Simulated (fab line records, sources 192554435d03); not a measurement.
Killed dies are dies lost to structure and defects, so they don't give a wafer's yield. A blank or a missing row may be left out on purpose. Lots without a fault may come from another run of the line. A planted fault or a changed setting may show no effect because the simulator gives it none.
fab line records | flow n5_finfet
record lots=10 wafers=27 last_day=17
route steps=1938 shown MOL_CONTACT_COAG@538 BEOL_M4@1111
lots that met no fault: from a run of the same line without faults
start_h: hours from the record's first day to the start of the lot's first wafer shown | wait_h: hours since the lot's step before | " the same as in the row above | L1.1+2: a row that stands for several wafers | - no value, or no start given | * or withheld: withheld | < > ~ a bound
route shown NAME@n: a module of which the file shows steps, and the number in the route of the first | usual: mean/standard deviation of fault-free wafers | same: alike in all rows | chamber/n: place in a boat | sites: the reading at each site | _std_site: their standard deviation | _edge_site: outer sites' mean less inner sites' | radius_mm: how far each site lies from the wafer's centre | mask NAME#n: copy n | behind: the tool/chamber that last shaped the wafer | hold: why the lot was held/for how many hours/how that ended | device: the transistor (n, p or np) that didn't switch | end of line: the same wafers' tests at the end of the route | a step without rows: its recipe alone | killed: dies lost to structure and defects at the first sort, not the wafer's yield | map: a wafer's dies, x killed, . not, _ none there
set.NAME: the setting as run; set.NAME@STEP: as run at that earlier step | model.NAME: the simulator's own value behind a step, which no gauge read
steps of the route over a sample of lots; a table a step, a row a wafer
services: from which hour (start_h, from the record's first day; less than 0 if before it) a tool's chamber was out of use, for how many hours, and why
## steps
# step N5_MOL_CONTACT_COAG_ETCH_110
# recipe chemistry=CF4/O2 target=Si target_depth_a=25 time_s=8 pressure_mtorr=100 source_w=200 bias_w=12 ion_energy_ev=60 Ar_flow_sccm=100 cf4_flow_sccm=100 O2_flow_sccm=10
# usual drypump_motor_current_A=5.6/0.57 oes_product_au=0.82/0.074 rf_vpp_V=126.5/2.9 showerhead_plenum_p_Torr=2.21/0.077 throttle_valve_pct=10.72/0.21
# columns lot.wafer tool chamber start_h wait_h drypump_motor_current_A oes_product_au rf_hours_counter_h rf_vpp_V showerhead_plenum_p_Torr throttle_valve_pct
L308.1 rie_diel-05 3 95.25 0.0 4.7 0.87 42 123.3 2.18 10.62
L308.3 " 1 " " 5.8 0.87 52 123.2 2.18 10.75
L308.6 " 3 " " 4.7 0.86 - 123.7 2.18 10.63
L310.1 rie_diel-05 0 101.72 0.0 5.2 0.79 107 127.4 2.15 10.54
L310.4 " 3 " " 4.7 0.85 44 124.1 2.18 10.64
L310.6 " 3 " " 4.7 0.86 - 124.1 2.18 10.63
L312.2 rie_diel-05 2 113.70 0.0 6.0 0.83 77 131.1 2.24 10.81
L312.3 " 3 " " 4.7 0.85 48 125.7 2.18 10.65
L312.6 " 3 " " 4.7 0.86 - 124.7 2.18 10.64
L315.3 rie_diel-05 1 132.23 0.0 5.9 0.62 67 124.1 2.18 10.80
L315.4 " 2 " " 6.0 0.60 85 129.7 2.24 10.82
L317.2 rie_diel-05 1 140.61 0.0 5.9 0.84 70 123.2 2.18 10.80
L323.1 rie_diel-04 1 176.88 0.0 6.1 0.89 48 128.5 2.34 10.42
L323.3 " 3 " " 5.9 1.00 3 121.9 2.36 10.50
L323.6 " 0 " " 6.5 0.82 - 126.2 2.34 10.56
L324.2 rie_diel-04 2 188.90 0.0 5.7 0.67 245 131.5 2.20 10.89
L324.4 " 1 " " 6.1 0.88 52 127.9 2.34 10.44
L324.5 " 1 " " 6.1 0.88 - 129.2 2.34 10.44
L325.1 rie_diel-05 1 192.92 0.0 5.8 0.83 87 123.6 2.17 10.84
L325.4 " 0 " " 5.2 0.76 140 125.4 2.14 10.63
L325.6 " 2 " " 6.0 0.80 - 130.7 2.23 10.89
L327.3 rie_diel-05 0 209.48 0.0 5.2 0.75 145 124.7 2.14 10.64
L327.4 " 1 " " 5.9 0.82 93 123.6 2.17 10.87
L327.5 " 1 " " 5.8 0.83 - 123.4 2.17 10.87
L331.2 rie_diel-05 3 228.12 0.0 4.7 0.79 91 124.4 2.16 10.78
L331.3 " 0 " " 5.2 0.73 154 123.1 2.14 10.69
L331.4 " 1 " " 5.9 0.81 100 122.4 2.17 10.88
# step N5_MOL_CONTACT_COAG_PRE_CLEAN_141
# recipe gas=H2/He time_s=60 temp_c=300
# usual heater_power_w=453/52
# columns lot.wafer tool chamber start_h wait_h heater_power_w
L308.1 pvd_sputter-01 - 99.72 1.9 410
L308.3 " - " " 575
L308.6 " - " " 494
L310.1 pvd_sputter-03 - 105.24 1.7 429
L310.4 " - " " 419
L310.6 " - " " 421
L312.2 pvd_sputter-01 - 115.16 0.3 433
L312.3 " - " " 564
L312.6 " - " " 451
L315.3 pvd_sputter-01 - 135.80 0.8 444
L315.4 " - " " 411
L317.2 pvd_sputter-02 - 143.54 0.5 434
L323.1 pvd_sputter-01 - 178.86 0.6 499
L323.3 " - " " 406
L323.6 " - " " 550
L324.2 pvd_sputter-03 - 192.52 0.5 417
L324.4 " - " " 436
L324.5 " - " " 424
L325.1 pvd_sputter-01 - 194.95 0.8 441
L325.4 " - " " 417
L325.6 " - " " 510
L327.3 pvd_sputter-03 - 212.70 2.0 413
L327.4 " - " " 418
L327.5 " - " " 418
L331.2 pvd_sputter-02 - 231.81 2.4 543
L331.3 " - " " 384
L331.4 " - " " 461
# step N5_MOL_CONTACT_COAG_SPUTTER_143
# recipe material=Co target_thk_a=25 temp_c=25 chamber_pressure_pa=0.2
# usual throttle_valve_pct=29.8/1
# columns lot.wafer tool chamber start_h wait_h throttle_valve_pct
L308.1 pvd_sputter-01 - 99.78 0.0 29.9
L308.3 " - " " 30.2
L308.6 " - " " 30.3
L310.1 pvd_sputter-03 - 105.30 0.0 30.4
L310.4 " - " " 29.6
L310.6 " - " " 30.5
L312.2 pvd_sputter-01 - 115.22 0.0 27.4
L312.3 " - " " 30.3
L312.6 " - " " 27.6
L315.3 pvd_sputter-01 - 135.86 0.0 27.6
L315.4 " - " " 29.6
L317.2 pvd_sputter-02 - 143.60 0.0 28.6
L323.1 pvd_sputter-01 - 178.92 0.0 30.5
L323.3 " - " " 29.8
L323.6 " - " " 30.1
L324.2 pvd_sputter-03 - 192.58 0.0 29.8
L324.4 " - " " 30.4
L324.5 " - " " 29.9
L325.1 pvd_sputter-01 - 195.01 0.0 27.4
L325.4 " - " " 30.1
L325.6 " - " " 30.5
L327.3 pvd_sputter-03 - 212.76 0.0 29.7
L327.4 " - " " 29.7
L327.5 " - " " 29.6
L331.2 pvd_sputter-02 - 231.87 0.0 30.1
L331.3 " - " " 29.9
L331.4 " - " " 30.3
# step N5_MOL_CONTACT_COAG_CO_FILL_22
# recipe material=Co target_thk_a=200 temp_c=200 precursor=CCTBA/H2 pressure_torr=30
# usual heater_power_outer_w=116/16 heater_power_w=219/25
# columns lot.wafer tool chamber start_h wait_h heater_power_outer_w heater_power_w
L308.1 cvd_co-02 1 99.90 0.1 106 193
L308.3 " 0 " " 138 254
L308.6 " 1 " " 104 194
L310.1 cvd_co-02 2 105.42 0.1 100 214
L310.4 " 0 " " 137 255
L310.6 " 1 " " 101 193
L312.2 cvd_co-01 0 115.34 0.1 104 196
L312.3 " 2 " " 129 230
L312.6 " 2 " " 123 233
L315.3 cvd_co-02 0 136.33 0.4 139 257
L315.4 " 2 " " 102 215
L317.2 cvd_co-02 0 143.73 0.1 139 256
L323.1 cvd_co-01 2 179.04 0.1 121 225
L323.3 " 1 " " 126 235
L323.6 " 1 " " 129 238
L324.2 cvd_co-02 1 192.70 0.1 96 185
L324.4 " 1 " " 98 183
L324.5 " 1 " " 96 182
L325.1 cvd_co-02 0 195.13 0.1 142 249
L325.4 " 0 " " 140 258
L325.6 " 1 " " 97 182
L327.3 cvd_co-01 0 212.88 0.1 105 196
L327.4 " 2 " " 124 233
L327.5 " 1 " " 121 231
L331.2 cvd_co-01 1 232.00 0.1 126 231
L331.3 " 2 " " 122 229
L331.4 " 2 " " 123 238
# step N5_BEOL_M4_RC_MEAS_101
# usual DIBL_N=35.3/1.5 DIBL_P=35.3/1.9 IOFF_N=0.145/0.027 IOFF_P=0.20/0.033 ION_N=670/12 ION_P=462/6.8 SS_N=71.3/0.6 SS_P=73.1/0.7 VT_N=251/3.4 VT_P=-251/3.2
# columns lot.wafer tool chamber start_h wait_h DIBL_N[mV/V] DIBL_P[mV/V] IOFF_N[nA/um] IOFF_P[nA/um] ION_N[uA/um] ION_P[uA/um] SS_N[mV/dec] SS_P[mV/dec] VT_N[mV] VT_P[mV]
L308.1 prober-02 0 182.71 0.0 35.3 35.0 0.147 0.18 670 456 71.7 72.2 248 -254
L308.3 " 0 " " 33.1 32.6 0.115 0.16 664 458 70.6 72.7 254 -252
L308.6 " 0 " " 35.4 35.4 0.157 0.20 679 466 70.9 72.6 248 -247
L310.1 prober-02 0 192.03 0.0 33.6 35.7 0.140 0.19 675 461 70.7 74.2 247 -252
L310.4 " 0 " " 36.0 38.2 0.180 0.24 683 466 71.5 73.6 245 -249
L310.6 " 0 " " 35.5 37.7 0.182 0.22 686 462 71.5 74.4 246 -248
L312.2 prober-02 0 206.93 0.2 34.1 32.8 0.123 0.19 667 463 70.3 72.7 251 -251
L312.3 " 0 " " 35.1 32.7 0.135 0.19 666 460 70.8 72.9 249 -251
L312.6 " 0 " " 35.1 32.5 0.121 0.18 654 452 70.6 72.9 253 -252
L315.3 prober-01 0 222.77 0.3 34.0 34.3 0.135 0.20 679 471 70.8 72.8 251 -250
L315.4 " 0 " " 35.1 34.7 0.151 0.20 681 466 70.5 72.7 246 -247
L317.2 prober-01 0 240.59 0.2 32.1 31.7 0.108 0.17 662 460 70.5 71.9 254 -250
L323.1 prober-02 0 276.42 0.0 35.0 34.5 0.126 0.17 671 461 71.3 73.3 254 -251
L323.3 " 0 " " 36.7 36.2 0.153 0.20 669 456 71.5 73.5 251 -252
L323.6 " 0 " " 34.3 33.6 0.119 0.17 670 464 71.0 72.6 254 -255
L324.2 prober-01 0 277.69 0.2 33.4 31.0 0.119 0.16 656 459 70.7 72.1 255 -252
L324.4 " 0 " " 37.6 36.8 0.200 0.24 695 468 72.2 73.1 247 -248
L324.5 " 0 " " 37.0 36.0 0.192 0.23 694 466 71.7 73.6 245 -247
L325.1 prober-01 0 291.23 0.0 35.8 35.4 0.139 0.19 667 461 71.4 72.9 256 -252
L325.4 " 0 " " 34.0 33.6 0.103 0.17 641 449 71.2 73.1 257 -254
L325.6 " 0 " " 37.7 37.9 0.166 0.23 659 453 71.9 73.5 251 -252
L327.3 prober-01 0 302.49 0.3 35.4 36.6 0.162 0.20 679 462 71.3 73.0 248 -253
L327.4 " 0 " " 35.7 36.8 0.163 0.20 680 464 70.8 73.5 248 -254
L327.5 " 0 " " 33.4 34.4 0.128 0.16 675 462 69.8 72.7 250 -256
L331.2 prober-01 0 311.05 0.2 36.4 36.2 0.156 0.21 663 459 71.5 73.0 250 -249
L331.3 " 0 " " 35.1 34.7 0.147 0.19 675 458 70.4 72.8 249 -250
L331.4 " 0 " " 34.8 33.9 0.126 0.17 657 457 70.7 72.9 252 -255
## services
# columns tool chamber start_h hours kind
rie_diel-05 - 93.41 0.3 repair
cvd_co-02 - 102.63 0.3 repair
rie_diel-05 3 105.12 2.2 repair
cvd_co-02 1 114.67 - clean
cvd_co-02 1 114.67 22.0 scheduled_down
cvd_co-02 1 114.67 22.0 vent_cycle
rie_diel-04 3 144.22 - clean
rie_diel-04 3 144.22 - consumable_replace:focus_ring
rie_diel-04 3 144.22 - consumable_replace:showerhead
rie_diel-04 3 144.22 22.3 scheduled_down
rie_diel-04 3 144.22 22.3 vent_cycle
pvd_sputter-03 - 152.30 1.4 repair
rie_diel-05 0 167.54 4.6 repair
cvd_co-02 0 183.96 5.5 repair
cvd_co-02 2 191.18 10.4 repair
cvd_co-01 - 194.75 0.4 repair
rie_diel-05 - 196.32 1.0 repair
rie_diel-04 - 199.04 0.5 repair
rie_diel-04 2 202.38 - clean
rie_diel-04 2 202.38 - consumable_replace:focus_ring
rie_diel-04 2 202.38 27.5 scheduled_down
rie_diel-04 2 202.38 27.5 vent_cycle
## key
first_sign step=N5_MOL_CONTACT_COAG_ETCH_110 reading=oes_product_au direction=down sigmas=2.8 usual=0.82 struck=0.61
effect none on later readings
met_at N5_MOL_CONTACT_COAG_ETCH_110
struck_lots L315
struck_wafers L315.3,L315.4
not_acting_at N5_MOL_CONTACT_COAG_PRE_CLEAN_141,N5_MOL_CONTACT_COAG_SPUTTER_143,N5_MOL_CONTACT_COAG_CO_FILL_22
onset_between 113.70 132.23
fault kind=process_parameter_drift tool=rie_diel-05 chamber=- onset_h=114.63 steps=N5_MOL_CONTACT_COAG_ETCH_110 channel=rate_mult offset=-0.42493 shape=step end_h=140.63 scope=struck_wafers_only
